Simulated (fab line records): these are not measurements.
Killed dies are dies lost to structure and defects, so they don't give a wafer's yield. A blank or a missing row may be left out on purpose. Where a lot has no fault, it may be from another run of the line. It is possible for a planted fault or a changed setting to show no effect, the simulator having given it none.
Split-lot study || flow n5_finfet || route with 1938 steps; 7 lots, 39 wafers read

## THE SPLIT
At N5_MOL_CONTACT_COAG_ETCH_110 (etches Si in CF4/O2, target depth 2.5 nm, time 8 s), the setting bias_w was moved away from the recipe's 12 W on 15 of the 39 wafers read, by -17.0% to +18.1%. For the rest of the wafers, this setting stayed at what the recipe calls for.

The reading is taken at the split's own step.

## THE READING
rf_vpp_V, in V, at N5_MOL_CONTACT_COAG_ETCH_110 (etches Si in CF4/O2, target depth 2.5 nm, time 8 s). A value of 127.8 V with a standard deviation of 1.9 V is what fault-free wafers of this fab line usually give.

{"wafer": "L078.1", "tool, chamber at the split": "rie_diel-03, 0", "bias_w as run, W": 12, "against the recipe": "recipe", "rf_vpp_V, V": 124.2, "against lot-mates on the recipe": "-"}
{"wafer": "L078.2", "tool, chamber at the split": "rie_diel-03, 2", "bias_w as run, W": 12.79, "against the recipe": "+6.6%", "rf_vpp_V, V": 134.4, "against lot-mates on the recipe": "+7.2"}
{"wafer": "L078.3", "tool, chamber at the split": "rie_diel-03, 3", "bias_w as run, W": 12, "against the recipe": "recipe", "rf_vpp_V, V": 129.1, "against lot-mates on the recipe": "-"}
{"wafer": "L078.4", "tool, chamber at the split": "rie_diel-03, 1", "bias_w as run, W": 12.79, "against the recipe": "+6.6%", "rf_vpp_V, V": 134.0, "against lot-mates on the recipe": "+6.8"}
{"wafer": "L078.5", "tool, chamber at the split": "rie_diel-03, 0", "bias_w as run, W": 12.79, "against the recipe": "+6.6%", "rf_vpp_V, V": 133.1, "against lot-mates on the recipe": "+5.9"}
{"wafer": "L078.6", "tool, chamber at the split": "rie_diel-03, 3", "bias_w as run, W": 12, "against the recipe": "recipe", "rf_vpp_V, V": 128.2, "against lot-mates on the recipe": "-"}
{"wafer": "L082.1", "tool, chamber at the split": "rie_diel-01, 2", "bias_w as run, W": 12, "against the recipe": "recipe", "rf_vpp_V, V": 127.3, "against lot-mates on the recipe": "-"}
{"wafer": "L082.2", "tool, chamber at the split": "rie_diel-01, 0", "bias_w as run, W": 12, "against the recipe": "recipe", "rf_vpp_V, V": 131.5, "against lot-mates on the recipe": "-"}
{"wafer": "L082.3", "tool, chamber at the split": "rie_diel-01, 1", "bias_w as run, W": 12, "against the recipe": "recipe", "rf_vpp_V, V": 126.6, "against lot-mates on the recipe": "-"}
{"wafer": "L082.4", "tool, chamber at the split": "rie_diel-01, 3", "bias_w as run, W": 12, "against the recipe": "recipe", "rf_vpp_V, V": 127.5, "against lot-mates on the recipe": "-"}
{"wafer": "L082.5", "tool, chamber at the split": "rie_diel-01, 0", "bias_w as run, W": 12, "against the recipe": "recipe", "rf_vpp_V, V": 131.9, "against lot-mates on the recipe": "-"}
{"wafer": "L082.6", "tool, chamber at the split": "rie_diel-01, 1", "bias_w as run, W": 12, "against the recipe": "recipe", "rf_vpp_V, V": 126.8, "against lot-mates on the recipe": "-"}
{"wafer": "L085.1", "tool, chamber at the split": "rie_diel-04, 1", "bias_w as run, W": 12, "against the recipe": "recipe", "rf_vpp_V, V": 128.8, "against lot-mates on the recipe": "-"}
{"wafer": "L085.2", "tool, chamber at the split": "rie_diel-04, 0", "bias_w as run, W": 12, "against the recipe": "recipe", "rf_vpp_V, V": 127.8, "against lot-mates on the recipe": "-"}
{"wafer": "L085.3", "tool, chamber at the split": "rie_diel-04, 3", "bias_w as run, W": 9.966, "against the recipe": "-17.0%", "rf_vpp_V, V": 107.0, "against lot-mates on the recipe": -20.2}
{"wafer": "L085.4", "tool, chamber at the split": "rie_diel-04, 2", "bias_w as run, W": 9.966, "against the recipe": "-17.0%", "rf_vpp_V, V": 108.0, "against lot-mates on the recipe": -19.2}
{"wafer": "L085.5", "tool, chamber at the split": "rie_diel-04, 2", "bias_w as run, W": 9.966, "against the recipe": "-17.0%", "rf_vpp_V, V": 107.9, "against lot-mates on the recipe": -19.3}
{"wafer": "L085.6", "tool, chamber at the split": "rie_diel-04, 3", "bias_w as run, W": 12, "against the recipe": "recipe", "rf_vpp_V, V": 125.1, "against lot-mates on the recipe": "-"}
{"wafer": "L088.4", "tool, chamber at the split": "rie_diel-01, 3", "bias_w as run, W": 12, "against the recipe": "recipe", "rf_vpp_V, V": 127.1, "against lot-mates on the recipe": "-"}
{"wafer": "L088.5", "tool, chamber at the split": "rie_diel-01, 0", "bias_w as run, W": 12, "against the recipe": "recipe", "rf_vpp_V, V": 130.2, "against lot-mates on the recipe": "-"}
{"wafer": "L088.6", "tool, chamber at the split": "rie_diel-01, 1", "bias_w as run, W": 12, "against the recipe": "recipe", "rf_vpp_V, V": 126.5, "against lot-mates on the recipe": "-"}
{"wafer": "L089.1", "tool, chamber at the split": "rie_diel-03, 2", "bias_w as run, W": 14.17, "against the recipe": "+18.1%", "rf_vpp_V, V": 144.9, "against lot-mates on the recipe": "+17.1"}
{"wafer": "L089.2", "tool, chamber at the split": "rie_diel-03, 3", "bias_w as run, W": 12, "against the recipe": "recipe", "rf_vpp_V, V": 129.1, "against lot-mates on the recipe": "-"}
{"wafer": "L089.3", "tool, chamber at the split": "rie_diel-03, 0", "bias_w as run, W": 12, "against the recipe": "recipe", "rf_vpp_V, V": 126.4, "against lot-mates on the recipe": "-"}
{"wafer": "L089.4", "tool, chamber at the split": "rie_diel-03, 0", "bias_w as run, W": 14.17, "against the recipe": "+18.1%", "rf_vpp_V, V": 144.1, "against lot-mates on the recipe": "+16.3"}
{"wafer": "L089.5", "tool, chamber at the split": "rie_diel-03, 3", "bias_w as run, W": 14.17, "against the recipe": "+18.1%", "rf_vpp_V, V": 148.4, "against lot-mates on the recipe": "+20.6"}
{"wafer": "L089.6", "tool, chamber at the split": "rie_diel-03, 2", "bias_w as run, W": 12, "against the recipe": "recipe", "rf_vpp_V, V": 128.0, "against lot-mates on the recipe": "-"}
{"wafer": "L090.1", "tool, chamber at the split": "rie_diel-04, 1", "bias_w as run, W": 12, "against the recipe": "recipe", "rf_vpp_V, V": 129.8, "against lot-mates on the recipe": "-"}
{"wafer": "L090.2", "tool, chamber at the split": "rie_diel-04, 0", "bias_w as run, W": 12, "against the recipe": "recipe", "rf_vpp_V, V": 127.9, "against lot-mates on the recipe": "-"}
{"wafer": "L090.3", "tool, chamber at the split": "rie_diel-04, 3", "bias_w as run, W": 14.12, "against the recipe": "+17.7%", "rf_vpp_V, V": 144.3, "against lot-mates on the recipe": "+17.2"}
{"wafer": "L090.4", "tool, chamber at the split": "rie_diel-04, 2", "bias_w as run, W": 14.12, "against the recipe": "+17.7%", "rf_vpp_V, V": 144.9, "against lot-mates on the recipe": "+17.8"}
{"wafer": "L090.5", "tool, chamber at the split": "rie_diel-04, 3", "bias_w as run, W": 12, "against the recipe": "recipe", "rf_vpp_V, V": 123.6, "against lot-mates on the recipe": "-"}
{"wafer": "L090.6", "tool, chamber at the split": "rie_diel-04, 0", "bias_w as run, W": 14.12, "against the recipe": "+17.7%", "rf_vpp_V, V": 148.8, "against lot-mates on the recipe": "+21.7"}
{"wafer": "L095.1", "tool, chamber at the split": "rie_diel-03, 0", "bias_w as run, W": 12, "against the recipe": "recipe", "rf_vpp_V, V": 126.0, "against lot-mates on the recipe": "-"}
{"wafer": "L095.2", "tool, chamber at the split": "rie_diel-03, 1", "bias_w as run, W": 12, "against the recipe": "recipe", "rf_vpp_V, V": 127.4, "against lot-mates on the recipe": "-"}
{"wafer": "L095.3", "tool, chamber at the split": "rie_diel-03, 2", "bias_w as run, W": 13.91, "against the recipe": "+15.9%", "rf_vpp_V, V": 143.0, "against lot-mates on the recipe": "+16.5"}
{"wafer": "L095.4", "tool, chamber at the split": "rie_diel-03, 2", "bias_w as run, W": 13.91, "against the recipe": "+15.9%", "rf_vpp_V, V": 144.0, "against lot-mates on the recipe": "+17.5"}
{"wafer": "L095.5", "tool, chamber at the split": "rie_diel-03, 0", "bias_w as run, W": 12, "against the recipe": "recipe", "rf_vpp_V, V": 126.1, "against lot-mates on the recipe": "-"}
{"wafer": "L095.6", "tool, chamber at the split": "rie_diel-03, 1", "bias_w as run, W": 13.91, "against the recipe": "+15.9%", "rf_vpp_V, V": 145.3, "against lot-mates on the recipe": "+18.8"}

THE FIT
A straight line over all 39 wafers: rf_vpp_V changes by +1.07 V for each +1% of bias_w; r = +0.98; the points scatter about the line by 1.9 V.
The same after taking each lot's own level away (the mean of its wafers on the recipe; 39 wafers): +1.08 V for each +1%; r = +0.98; scatter 1.8 V.
The reading moves by 20 V for the largest change in bias_w, on that fit.
Measured against the standard deviation above, the lots' own levels, which go from 126.50 to 128.60 V, span 1.1 times it.
Hence the lot-to-lot level has little effect on the slope; both slopes agree.
Check: +19.6 V against its lot-mates is what the line predicts for one of the wafers moved furthest among these (+18.1%) when that wafer is left out of the fit. It came out at +17.1 V against them.
Tool readings at the split's step, against how far the setting was moved: rf_vpp_V r = +0.98.

## THE OTHER SPLITS THESE WAFERS WENT THROUGH
These wafers also went through other splits before the reading. Each is held against what the fit with the lots' levels taken away leaves over:
{"other split on the same wafers": "N5_DUMMY_GATE_ETCH_32 time_s", "wafers away from the commonest value": 18, "r with rf_vpp_V (lot level and that fit taken away)": -0.17}
{"other split on the same wafers": "N5_SD_EPI_P_EPI_21 dopant_conc_cm3", "wafers away from the commonest value": 15, "r with rf_vpp_V (lot level and that fit taken away)": "+0.14"}
{"other split on the same wafers": "N5_HKMG_FIN_ETCH_54 source_w", "wafers away from the commonest value": 12, "r with rf_vpp_V (lot level and that fit taken away)": "+0.00"}

## THE WHOLE CHAIN: every reading that the file lists as answering this split, in the file's order
{"step": "N5_MOL_CONTACT_COAG_ETCH_110", "what it does": "etches Si in CF4/O2, target depth 2.5 nm, time 8 s", "reading": "rf_vpp_V", "change (the file's fit)": "+1.07 V for each +1% of the setting", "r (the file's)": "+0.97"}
{"step": "N5_MOL_CONTACT_COAG_ETCH_110", "what it does": "etches Si in CF4/O2, target depth 2.5 nm, time 8 s", "reading": "etch.depth_nm (the simulator's own value, which no gauge read)", "change (the file's fit)": "+0.00922 nm for each +1% of the setting", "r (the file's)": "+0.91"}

## FILE'S OWN FIT
rf_vpp_V changes by +1.07 V for each +1% of bias_w, r = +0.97.
